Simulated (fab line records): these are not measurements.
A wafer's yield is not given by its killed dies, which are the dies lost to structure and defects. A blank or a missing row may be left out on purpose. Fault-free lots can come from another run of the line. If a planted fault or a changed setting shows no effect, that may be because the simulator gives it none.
The tool behind it: which one? + flow n5-finfet + Sampling: 12 lots, 36 wafers, 4 of 1938 route steps

== WHAT EACH GAUGE READ, for each wafer ==
N5_SD_EPI_N_EPI_MEAS_23.
| lot  | measured    | on            | thk-nm (nm)    |
|------|-------------|---------------|----------------|
| L075 | day 3 13:55 | film-metro-02 | 59.7 59.2 62.3 |
| L077 | day 4 01:53 | film-metro-02 | 59.6 59.6 58.9 |
| L079 | day 4 10:00 | film-metro-01 | 59.3 57.1 58.5 |
| L081 | day 4 22:26 | film-metro-02 | 58.1 60.3 58.3 |
| L083 | day 5 10:37 | film-metro-01 | 60.4 61.5 59.1 |
| L085 | day 6 03:51 | film-metro-02 | 58.9 57.0 60.3 |
| L087 | day 6 13:22 | film-metro-01 | 58.5 59.5 58.3 |
| L089 | day 7 09:13 | film-metro-02 | 57.3 58.4 59.0 |
| L091 | day 8 00:02 | film-metro-02 | 59.2 58.7 59.3 |
| L093 | day 8 13:40 | film-metro-02 | 59.3 58.5 59.9 |
| L094 | day 9 01:35 | film-metro-02 | 57.1 58.4 60.0 |
| L096 | day 9 03:46 | film-metro-02 | 59.7 58.5 59.2 |

== TOOL THAT RAN EACH LOT (tool first, then ch and the chambers of the sampled wafers, then the start) ==
| lot  | N5_DUMMY_GATE_STRIP_40            | N5_DUMMY_GATE_ETCH_44           | N5_SD_EPI_N_ETCH_35               |
|------|-----------------------------------|---------------------------------|-----------------------------------|
| L075 | rie-diel-03 ch 0,2, day 3 08:15   | rie-si-04 ch 1,2,3, day 3 08:41 | rie-diel-05 ch 2,3, day 3 10:37   |
| L077 | rie-diel-01 ch 1,2, day 3 19:21   | rie-si-04 ch 0,1,3, day 3 19:56 | rie-diel-02 ch 1,3, day 3 22:34   |
| L079 | rie-diel-01 ch 1,3, day 4 03:49   | rie-si-04 ch 1,2,3, day 4 04:14 | rie-diel-04 ch 1,2,3, day 4 05:58 |
| L081 | rie-diel-01 ch 0,2,3, day 4 17:03 | rie-si-06 ch 1,2,3, day 4 17:29 | rie-diel-04 ch 1,2,3, day 4 19:07 |
| L083 | rie-diel-06 ch 2,3, day 5 04:04   | rie-si-06 ch 0,1,3, day 5 04:29 | rie-diel-05 ch 0,1, day 5 06:34   |
| L085 | rie-diel-01 ch 0,3, day 5 21:26   | rie-si-04 ch 2,3, day 5 21:53   | rie-diel-02 ch 1,2, day 5 23:48   |
| L087 | rie-diel-01 ch 0,1,3, day 6 07:03 | rie-si-06 ch 2,3, day 6 07:29   | rie-diel-02 ch 0,1,3, day 6 09:19 |
| L089 | rie-diel-06 ch 1,2,3, day 7 00:33 | rie-si-05 ch 0,3, day 7 01:03   | rie-diel-02 ch 1,2,3, day 7 04:11 |
| L091 | rie-diel-06 ch 0,1,2, day 7 17:26 | rie-si-06 ch 0,1,3, day 7 17:52 | rie-diel-02 ch 0,2,3, day 7 20:00 |
| L093 | rie-diel-06 ch 1,2, day 8 07:33   | rie-si-04 ch 0,1,2, day 8 07:59 | rie-diel-05 ch 1,2, day 8 09:38   |
| L094 | rie-diel-03 ch 0,2,3, day 8 18:56 | rie-si-06 ch 1,2,3, day 8 19:22 | rie-diel-02 ch 0,3, day 8 21:32   |
| L096 | rie-diel-01 ch 1,2,3, day 8 19:46 | rie-si-04 ch 0,2,3, day 8 20:26 | rie-diel-04 ch 0,2,3, day 8 23:47 |
- N5_DUMMY_GATE_STRIP_40: strips in CF4.
- N5_DUMMY_GATE_ETCH_44: etches poly-Si in HBr/O2, stops on SiO2, target depth 127.5 nm.
- N5_SD_EPI_N_ETCH_35: etches SOC in N2/H2, overetch 108 nm, time 486 s.

== THE ANSWER, worked out from the rows above alone ==
Rule: the usual values come from the lots themselves. Put in order of their means at a reading, lots are off if they are a third of the lots or fewer, leave a main group of 4 or more, and stand apart from it by a gap of 3 or more times the standard deviation of the main group's means; of several such gaps the widest counts. Not used: any main group whose means are identical at the precision the tables above print for the reading. Also off: a lot with no number at a reading for which 4 or more lots have one. All remaining lots with rows at the step are treated as sound.
No lot is off on any of the readings shown, so nothing can be concluded from this.

== WHAT THE SIMULATOR HAD PUT IN ==
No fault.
